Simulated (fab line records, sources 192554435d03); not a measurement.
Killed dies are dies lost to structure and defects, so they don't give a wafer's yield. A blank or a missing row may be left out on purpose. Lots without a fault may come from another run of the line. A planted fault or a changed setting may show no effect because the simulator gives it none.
Split-lot experiment | flow n5_finfet | 7 lots, 21 wafers read, on a route of 1938 steps

THE SPLIT
At N5_BEOL_M4_COAT_22 (resist thk 30 nm), the setting spin_rpm was moved away from the recipe's 1500 rpm on 6 of the 21 wafers read, by +3.5% to +10.0%. The other wafers ran this setting at the recipe's value.

FROM THE SPLIT TO THE READING: what the file shows between them, 4 steps
- N5_BEOL_M4_EBR_24
- N5_BEOL_M4_SOFTBAKE_23: time 60 s
- N5_BEOL_M4_DESCUM_33: chemistry O2, time 7 s
- N5_BEOL_M4_ETCH_77: etches underlayer in N2/H2, target depth 6.5 nm, time 5.2 s

THE READING
CAR-EUV_of_BEOL_M4_COAT_22.thk_nm (the simulator's own value, which no gauge read), in nm, at N5_BEOL_M4_ETCH_69 (etches SiARC in CF4, target depth 15.6 nm, time 26 s). The file gives no usual value for it. The 15 wafers here that ran the recipe average 11.2 nm, standard deviation 0.13 nm.

wafer  | tool, chamber at the split | spin_rpm as run, rpm | against the recipe | CAR-EUV_of_BEOL_M4_COAT_22.thk_nm, nm | against lot-mates on the recipe
L074.1 | litho_track-01, 0          | 1500                 | recipe             | 11.4                                  | -
L074.5 | litho_track-01, 0          | 1500                 | recipe             | 11                                    | -
L074.6 | litho_track-01, 0          | 1500                 | recipe             | 11.2                                  | -
L075.2 | litho_track-04, 0          | 1500                 | recipe             | 11.4                                  | -
L075.5 | litho_track-04, 0          | 1650                 | +10.0%             | 9.6                                   | -1.8
L075.6 | litho_track-04, 0          | 1650                 | +10.0%             | 9.6                                   | -1.8
L076.3 | litho_track-05, 0          | 1500                 | recipe             | 11.2                                  | -
L076.4 | litho_track-05, 0          | 1500                 | recipe             | 11.2                                  | -
L076.5 | litho_track-05, 0          | 1500                 | recipe             | 11                                    | -
L083.1 | litho_track-01, 0          | 1500                 | recipe             | 11.4                                  | -
L083.4 | litho_track-01, 0          | 1583                 | +5.5%              | 10.4                                  | -0.8
L083.5 | litho_track-01, 0          | 1500                 | recipe             | 11                                    | -
L091.3 | litho_track-01, 0          | 1500                 | recipe             | 11.2                                  | -
L091.4 | litho_track-01, 0          | 1500                 | recipe             | 11.2                                  | -
L091.5 | litho_track-01, 0          | 1589                 | +5.9%              | 10.4                                  | -0.8
L093.2 | litho_track-05, 0          | 1500                 | recipe             | 11.2                                  | -
L093.3 | litho_track-05, 0          | 1500                 | recipe             | 11.2                                  | -
L093.4 | litho_track-05, 0          | 1500                 | recipe             | 11.2                                  | -
L094.1 | litho_track-04, 0          | 1500                 | recipe             | 11.2                                  | -
L094.2 | litho_track-04, 0          | 1552                 | +3.5%              | 10.6                                  | -0.6
L094.3 | litho_track-04, 0          | 1552                 | +3.5%              | 10.6                                  | -0.6

THE FIT
A straight line over all 21 wafers: CAR-EUV_of_BEOL_M4_COAT_22.thk_nm changes by -0.156 nm for each +1% of spin_rpm; r = -0.98; the points scatter about the line by 0.12 nm.
The same after taking each lot's own level away (the mean of its wafers on the recipe; 21 wafers): -0.171 nm for each +1%; r = -0.98; scatter 0.12 nm.
On that fit, the largest move of spin_rpm shifts the reading by 1.7 nm.
The lots' own levels span 11.13 to 11.40 nm, that is 2.1 times the standard deviation above.
So the lot-to-lot level changes the slope little: the two slopes agree.
Check: with one of the wafers moved furthest among these (+10.0%) left out of the fit, the line predicts -1.65 nm for it against its lot-mates. It came out at -1.8 nm against them.

OTHER SPLITS ON THESE WAFERS
These wafers also went through other splits before the reading. Each is held against what the fit with the lots' levels taken away leaves over:
other split on the same wafers | wafers away from the commonest value | r with CAR-EUV_of_BEOL_M4_COAT_22.thk_nm (lot level and that fit taken away)
N5_BEOL_M2_COAT_68 spin_rpm    | 7                                    | -0.08
N5_BEOL_M4_ETCH_64 bias_w      | 7                                    | -0.10

THE WHOLE CHAIN: every reading that the file lists as answering this split, in the file's order
step                 | what it does                                         | reading                                                                            | change (the file's fit)               | r (the file's)
N5_BEOL_M4_COAT_22   | resist thk 30 nm                                     | CAR-EUV_of_BEOL_M4_COAT_22.thk_nm (the simulator's own value, which no gauge read) | -0.138 nm for each +1% of the setting | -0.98
N5_BEOL_M4_DESCUM_33 | chemistry O2, time 7 s                               | CAR-EUV_of_BEOL_M4_COAT_22.thk_nm (the simulator's own value, which no gauge read) | -0.146 nm for each +1% of the setting | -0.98
N5_BEOL_M4_ETCH_69   | etches SiARC in CF4, target depth 15.6 nm, time 26 s | CAR-EUV_of_BEOL_M4_COAT_22.thk_nm (the simulator's own value, which no gauge read) | -0.164 nm for each +1% of the setting | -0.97

THE FILE'S OWN FIT
CAR-EUV_of_BEOL_M4_COAT_22.thk_nm changes by -0.164 nm for each +1% of spin_rpm, r = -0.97.
